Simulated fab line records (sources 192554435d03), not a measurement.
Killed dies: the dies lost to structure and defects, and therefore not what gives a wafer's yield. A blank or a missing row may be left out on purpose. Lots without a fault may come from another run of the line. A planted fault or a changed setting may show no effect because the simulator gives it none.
Matching of chambers / flow n5Finfet / 4 sister chambers for N5_BEOL_M2_ETCH_77 on rieDiel-05
The step etches underlayer in N2/H2, target depth 6.5 nm, time 5.2 s. 24 wafers are shown with their chamber, then 12 later ones without.

EACH WAFER AND ITS CHAMBER
wafer=L075.3; chamber=0; drypumpMotorCurrentA (A)=5.2; showerheadPlenumPTorr (Torr)=2.62; throttleValvePct (%)=17.96
wafer=L075.4; chamber=3; drypumpMotorCurrentA (A)=5.4; showerheadPlenumPTorr (Torr)=2.54; throttleValvePct (%)=18.01
wafer=L075.5; chamber=2; drypumpMotorCurrentA (A)=6.3; showerheadPlenumPTorr (Torr)=2.53; throttleValvePct (%)=18.02
wafer=L076.2; chamber=3; drypumpMotorCurrentA (A)=5.4; showerheadPlenumPTorr (Torr)=2.54; throttleValvePct (%)=18.03
wafer=L076.4; chamber=0; drypumpMotorCurrentA (A)=5.2; showerheadPlenumPTorr (Torr)=2.62; throttleValvePct (%)=17.96
wafer=L076.5; chamber=3; drypumpMotorCurrentA (A)=5.4; showerheadPlenumPTorr (Torr)=2.54; throttleValvePct (%)=18.02
wafer=L077.1; chamber=1; drypumpMotorCurrentA (A)=6.1; showerheadPlenumPTorr (Torr)=2.51; throttleValvePct (%)=18.05
wafer=L077.3; chamber=2; drypumpMotorCurrentA (A)=6.3; showerheadPlenumPTorr (Torr)=2.53; throttleValvePct (%)=18.02
wafer=L077.5; chamber=1; drypumpMotorCurrentA (A)=6.1; showerheadPlenumPTorr (Torr)=2.50; throttleValvePct (%)=18.04
wafer=L078.4; chamber=1; drypumpMotorCurrentA (A)=6.1; showerheadPlenumPTorr (Torr)=2.50; throttleValvePct (%)=18.01
wafer=L078.5; chamber=3; drypumpMotorCurrentA (A)=5.3; showerheadPlenumPTorr (Torr)=2.54; throttleValvePct (%)=18.02
wafer=L078.6; chamber=2; drypumpMotorCurrentA (A)=6.3; showerheadPlenumPTorr (Torr)=2.53; throttleValvePct (%)=18.03
wafer=L079.2; chamber=3; drypumpMotorCurrentA (A)=5.4; showerheadPlenumPTorr (Torr)=2.54; throttleValvePct (%)=18.02
wafer=L079.3; chamber=0; drypumpMotorCurrentA (A)=5.2; showerheadPlenumPTorr (Torr)=2.62; throttleValvePct (%)=17.96
wafer=L079.6; chamber=2; drypumpMotorCurrentA (A)=6.3; showerheadPlenumPTorr (Torr)=2.53; throttleValvePct (%)=18.03
wafer=L081.1; chamber=1; drypumpMotorCurrentA (A)=6.2; showerheadPlenumPTorr (Torr)=2.50; throttleValvePct (%)=18.02
wafer=L081.2; chamber=3; drypumpMotorCurrentA (A)=5.4; showerheadPlenumPTorr (Torr)=2.53; throttleValvePct (%)=18.06
wafer=L081.3; chamber=2; drypumpMotorCurrentA (A)=6.3; showerheadPlenumPTorr (Torr)=2.53; throttleValvePct (%)=18.03
wafer=L081.4; chamber=0; drypumpMotorCurrentA (A)=5.2; showerheadPlenumPTorr (Torr)=2.61; throttleValvePct (%)=17.97
wafer=L081.5; chamber=2; drypumpMotorCurrentA (A)=6.3; showerheadPlenumPTorr (Torr)=2.53; throttleValvePct (%)=18.04
wafer=L081.6; chamber=1; drypumpMotorCurrentA (A)=6.2; showerheadPlenumPTorr (Torr)=2.50; throttleValvePct (%)=18.03
wafer=L084.2; chamber=2; drypumpMotorCurrentA (A)=6.3; showerheadPlenumPTorr (Torr)=2.53; throttleValvePct (%)=18.05
wafer=L084.5; chamber=3; drypumpMotorCurrentA (A)=5.3; showerheadPlenumPTorr (Torr)=2.53; throttleValvePct (%)=18.05
wafer=L084.6; chamber=2; drypumpMotorCurrentA (A)=6.3; showerheadPlenumPTorr (Torr)=2.53; throttleValvePct (%)=18.05

SIGNATURES (averages over the wafers above)
reading=drypumpMotorCurrentA; chamber 0=5.200; chamber 1=6.140; chamber 2=6.300; chamber 3=5.371; scatter within a chamber=0.0363
reading=showerheadPlenumPTorr; chamber 0=2.6175; chamber 1=2.5020; chamber 2=2.5300; chamber 3=2.5371; scatter within a chamber=0.00386
reading=throttleValvePct; chamber 0=17.9625; chamber 1=18.0300; chamber 2=18.0338; chamber 3=18.0300; scatter within a chamber=0.0143
Rule: for a wafer and a chamber, the distance is found by dividing, reading by reading, the gap between the wafer's reading and the chamber's mean by the reading's scatter, squaring, summing and taking the root. The wafer belongs to the nearest chamber; if the next one is less than 2 further off, it can't be placed. The scatter: the root of (the sum of the squares of (reading less its chamber's mean) over the shown wafers, divided by (wafers less chambers)).

WAFERS WITH NO CHAMBER GIVEN
wafer=L085.3; drypumpMotorCurrentA (A)=5.4; showerheadPlenumPTorr (Torr)=2.53; throttleValvePct (%)=18.06
wafer=L085.4; drypumpMotorCurrentA (A)=5.4; showerheadPlenumPTorr (Torr)=2.53; throttleValvePct (%)=18.05
wafer=L085.6; drypumpMotorCurrentA (A)=6.3; showerheadPlenumPTorr (Torr)=2.52; throttleValvePct (%)=18.07
wafer=L087.2; drypumpMotorCurrentA (A)=5.2; showerheadPlenumPTorr (Torr)=2.61; throttleValvePct (%)=17.99
wafer=L087.3; drypumpMotorCurrentA (A)=5.4; showerheadPlenumPTorr (Torr)=2.53; throttleValvePct (%)=18.03
wafer=L087.6; drypumpMotorCurrentA (A)=5.2; showerheadPlenumPTorr (Torr)=2.61; throttleValvePct (%)=17.99
wafer=L091.1; drypumpMotorCurrentA (A)=5.4; showerheadPlenumPTorr (Torr)=2.53; throttleValvePct (%)=18.05
wafer=L091.2; drypumpMotorCurrentA (A)=6.1; showerheadPlenumPTorr (Torr)=2.50; throttleValvePct (%)=17.66
wafer=L091.3; drypumpMotorCurrentA (A)=5.2; showerheadPlenumPTorr (Torr)=2.60; throttleValvePct (%)=17.99
wafer=L096.2; drypumpMotorCurrentA (A)=6.3; showerheadPlenumPTorr (Torr)=2.52; throttleValvePct (%)=18.10
wafer=L096.5; drypumpMotorCurrentA (A)=5.4; showerheadPlenumPTorr (Torr)=2.52; throttleValvePct (%)=18.07
wafer=L096.6; drypumpMotorCurrentA (A)=6.2; showerheadPlenumPTorr (Torr)=2.49; throttleValvePct (%)=17.68

CHAMBER TAKEN BY EACH
wafer=L085.3; from the rows above=3; in truth=3
wafer=L085.4; from the rows above=3; in truth=3
wafer=L085.6; from the rows above=2; in truth=2
wafer=L087.2; from the rows above=0; in truth=0
wafer=L087.3; from the rows above=3; in truth=3
wafer=L087.6; from the rows above=0; in truth=0
wafer=L091.1; from the rows above=3; in truth=3
wafer=L091.2; from the rows above=can't be placed: 1 or 2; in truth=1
wafer=L091.3; from the rows above=0; in truth=0
wafer=L096.2; from the rows above=2; in truth=2
wafer=L096.5; from the rows above=3; in truth=3
wafer=L096.6; from the rows above=1; in truth=1
Placed correctly: 11 of 12. These rows do not allow placing 1 (true chamber among the candidates in 1). Number placed wrongly: 0.
